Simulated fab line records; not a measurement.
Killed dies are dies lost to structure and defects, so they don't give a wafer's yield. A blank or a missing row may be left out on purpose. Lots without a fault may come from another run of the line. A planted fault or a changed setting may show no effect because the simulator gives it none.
Which tool did it? ; flow n5 finfet ; 11 lots, 29 wafers sampled, at 5 steps of a route of 1938

== WHAT EACH GAUGE READ, for each wafer ==
N5_PMOS_HMC_CHANNEL_EPI_INSPECT_30: inspects for defects (darkfield). Usual: 20 for raw defect count, sd 7.2.
lot;measured;on;raw defect count;flag
L313;day 1 19:55;defect inspect-01;22 11 30;
L314;day 2 02:04;defect inspect-02;26 21 35;
L315;day 2 08:23;defect inspect-02;48 23 30;
L316;day 2 14:01;defect inspect-02;20 13 17;
L317;day 2 20:16;defect inspect-02;20 14 14;
L320;day 3 14:26;defect inspect-01;16 25 12;
L323;day 4 08:52;defect inspect-01;25 22 20;
L328;day 5 14:14;defect inspect-02;12 23;
L332;day 6 15:06;defect inspect-02;31 26;
L333;day 6 20:37;defect inspect-02;11 18;
L334;day 7 02:22;defect inspect-01;16 16;

N5_FIN_SAQP_CD_MEAS_16: target cd 35.6 nm. Usual: 35.5 nm for cd nm, sd 0.41.
lot;measured;on;cd nm (nm);flag
L313;day 1 21:20;cd sem-01;35.9 35.6 35.4;
L314;day 2 03:31;cd sem-02;35.2 35.7 35.4;
L315;day 2 09:53;cd sem-01;34.6 35.2 34.7;
L316;day 2 15:26;cd sem-01;35.7 35.7 35.6;
L317;day 2 21:47;cd sem-01;35.6 35.2 35.2;
L320;day 3 15:45;cd sem-02;35.3 35.4 36.0;
L323;day 4 10:16;cd sem-02;36.0 34.9 35.4;
L328;day 5 15:34;cd sem-01;35.7 35.1;
L332;day 6 16:34;cd sem-01;35.6 35.3;
L333;day 6 21:51;cd sem-02;35.0 35.3;
L334;day 7 03:42;cd sem-02;35.8 35.7;

N5_BEOL_M4_RC_MEAS_101. Usual: DIBL_N 36.5 mV/V, standard deviation 2.2; DIBL_P 36.9 mV/V, standard deviation 2.9; IOFF_N 0.17 nA/um, standard deviation 0.044; IOFF_P 0.22 nA/um, standard deviation 0.052; ION_N 671 uA/um, standard deviation 16; ION_P 461 uA/um, standard deviation 10; SS_N 71.6 mV/dec, standard deviation 0.73; SS_P 73.5 mV/dec, standard deviation 0.79; VT_N 250 mV, standard deviation 4.1; VT_P -250 mV, standard deviation 4.1.
lot;measured;on;DIBL_N (mV/V);DIBL_P (mV/V);IOFF_N (nA/um);IOFF_P (nA/um);ION_N (uA/um);ION_P (uA/um);SS_N (mV/dec);SS_P (mV/dec);VT_N (mV);VT_P (mV);flag
L313;day 8 10:38;prober-01;34.2 35.1 32.4;34.7 37.1 30.0;0.12 0.13 0.09;0.16 0.19 0.10;667 674 647;455 463 440;70.9 71.0 70.4;72.1 72.9 71.1;253 252 260;-255 -254 -262;
L314;day 9 04:32;prober-02;35.9 36.7 35.2;36.2 36.3 36.0;0.15 0.15 0.14;0.21 0.20 0.21;666 656 664;459 453 461;70.7 71.3 71.9;73.0 73.7 73.2;249 250 253;-249 -252 -248;
L315;day 9 11:28;prober-01;34.2 37.0 35.7;34.5 38.1 37.1;0.11 0.16 0.13;0.18 0.22 0.21;655 655 668;451 448 463;71.1 72.2 71.2;72.1 73.3 72.9;258 250 252;-254 -252 -251;
L316;day 9 15:00;prober-01;37.2 35.6 36.1;35.2 36.2 35.9;0.16 0.14 0.15;0.19 0.22 0.22;653 658 670;439 462 457;72.2 71.2 71.4;72.8 72.7 73.2;253 254 253;-253 -250 -251;
L317;day 9 17:33;prober-02;35.4 36.6 31.5;33.8 36.8 31.6;0.14 0.15 0.09;0.16 0.21 0.14;645 653 640;443 449 446;71.9 72.1 70.9;72.2 73.5 71.8;251 252 257;-253 -249 -253;
L320;day 10 03:28;prober-01;37.2 33.1 36.8;36.5 31.3 36.6;0.16 0.11 0.16;0.25 0.18 0.24;671 648 660;462 447 462;71.9 71.2 71.2;73.6 73.2 73.8;252 255 250;-246 -248 -247;
L323;day 11 12:47;prober-02;36.4 36.7 37.2;37.6 38.7 40.4;0.18 0.16 0.22;0.21 0.23 0.25;671 677 709;452 466 475;71.5 71.2 71.3;73.4 74.4 73.4;247 246 243;-252 -249 -247;
L328;day 13 03:30;prober-01;38.2 37.5;39.8 38.9;0.20 0.18;0.25 0.24;684 670;468 459;72.4 72.2;73.7 73.6;249 249;-249 -251;
L332;day 13 09:28;prober-02;34.6 36.5;34.3 37.3;0.13 0.18;0.16 0.20;652 669;445 453;71.5 71.7;72.7 73.7;253 245;-253 -250;
L333;day 14 03:44;prober-02;35.1 40.6;34.2 41.2;0.16 0.31;0.24 0.38;682 707;478 487;71.1 72.5;72.9 74.8;251 241;-243 -238;
L334;day 14 06:13;prober-02;38.1 36.0;37.4 34.1;0.16 0.12;0.24 0.16;648 654;447 448;71.6 71.5;74.0 72.8;252 256;-250 -254;

== EACH LOT AND THE TOOL THAT RAN IT (in order: tool; ch and the chambers of the sampled wafers; start) ==
lot;N5_FIN_SAQP_HM_DEP_72;N5_FIN_SAQP_MANDREL_ETCH_22
L313;pecvd-01 ch 0,1, day 1 20:53;rie si-02 ch 1,2, day 1 21:43
L314;pecvd-01 ch 1,2, day 2 03:12;rie si-02 ch 2,3, day 2 03:54
L315;pecvd-04 ch 0,1, day 2 09:26;rie si-03 ch 0,1,3, day 2 10:16
L316;pecvd-01 ch 0,2, day 2 14:59;rie si-03 ch 0,1,3, day 2 15:57
L317;pecvd-01 ch 0,1,2, day 2 21:21;rie si-01 ch 0,1,3, day 2 22:10
L320;pecvd-01 ch 0,1,2, day 3 15:19;rie si-03 ch 1,2, day 3 16:08
L323;pecvd-01 ch 1,2, day 4 09:49;rie si-03 ch 0,1,3, day 4 10:39
L328;pecvd-04 ch 1,2, day 5 15:14;rie si-01 ch 1,2, day 5 16:25
L332;pecvd-01 ch 1,2, day 6 16:07;rie si-03 ch 0,1, day 6 16:58
L333;pecvd-01 ch 0, day 6 21:31;rie si-03 ch 0,1, day 6 22:14
L334;pecvd-01 ch 2, day 7 03:16;rie si-01 ch 0,2, day 7 04:05
- N5_FIN_SAQP_HM_DEP_72: deposits SiO2 from SiH4/N2O, target thk 12 nm, time 7.2 s.
- N5_FIN_SAQP_MANDREL_ETCH_22: etches a-Si in HBr/Cl2, stops on SiNx, target depth 60 nm, bt time 10 s, time 30 s.

== WHAT THE TOOLS THEMSELVES READ (means of the sampled wafers that have a number; where no wafer has one, the mark that the record gives instead) ==
N5_FIN_SAQP_HM_DEP_72. Usual: heater power w 775 W, standard deviation 120; showerhead plenum p Torr 8.05 Torr, standard deviation 0.16.
lot;tool;heater power w (W);showerhead plenum p Torr (Torr);flag
L313;pecvd-01;673;8.08;
L314;pecvd-01;709;8.04;
L315;pecvd-04;800;8.16;
L316;pecvd-01;824;7.86;
L317;pecvd-01;776;8.00;
L320;pecvd-01;725;8.00;
L323;pecvd-01;776;7.91;
L328;pecvd-04;673;8.21;
L332;pecvd-01;746;7.97;
L333;pecvd-01;788;8.02;
L334;pecvd-01;882;7.80;

N5_FIN_SAQP_MANDREL_ETCH_22. Usual: drypump motor current A 5.4 A, standard deviation 0.38; oes product au 0.765 a.u., standard deviation 0.017; throttle valve pct 35.6 %, standard deviation 0.42.
lot;tool;drypump motor current A (A);oes product au (a.u.);throttle valve pct (%);flag
L313;rie si-02;5.3;0.777;35.7;
L314;rie si-02;5.6;0.742;35.6;
L315;rie si-03;5.4;0.768;35.3;
L316;rie si-03;5.4;0.784;35.3;
L317;rie si-01;5.9;0.765;35.5;
L320;rie si-03;5.0;0.755;36.1;
L323;rie si-03;5.4;0.744;35.4;
L328;rie si-01;5.3;0.748;35.7;
L332;rie si-03;5.4;0.774;35.1;
L333;rie si-03;5.4;0.772;35.1;
L334;rie si-01;5.8;0.764;35.8;

== THE ANSWER, worked out from the rows above alone ==
Rule: a lot is off if the mean of its wafers that have a number lies more than 3 standard deviations from the usual mean. Also off: a lot with no number at a reading for which 4 or more lots have one. The other lots that the step has rows for count as sound. After the gauges, taken in route order, come the tools' own readings; for these a lot's mean is taken, as printed above. At the first step where some lot is off, the reading lying furthest off is the one used; lots without a number count as furthest.
No lot is off at any reading shown: from this, nothing can be told.

== WHAT HAD BEEN PUT IN BY THE SIMULATOR ==
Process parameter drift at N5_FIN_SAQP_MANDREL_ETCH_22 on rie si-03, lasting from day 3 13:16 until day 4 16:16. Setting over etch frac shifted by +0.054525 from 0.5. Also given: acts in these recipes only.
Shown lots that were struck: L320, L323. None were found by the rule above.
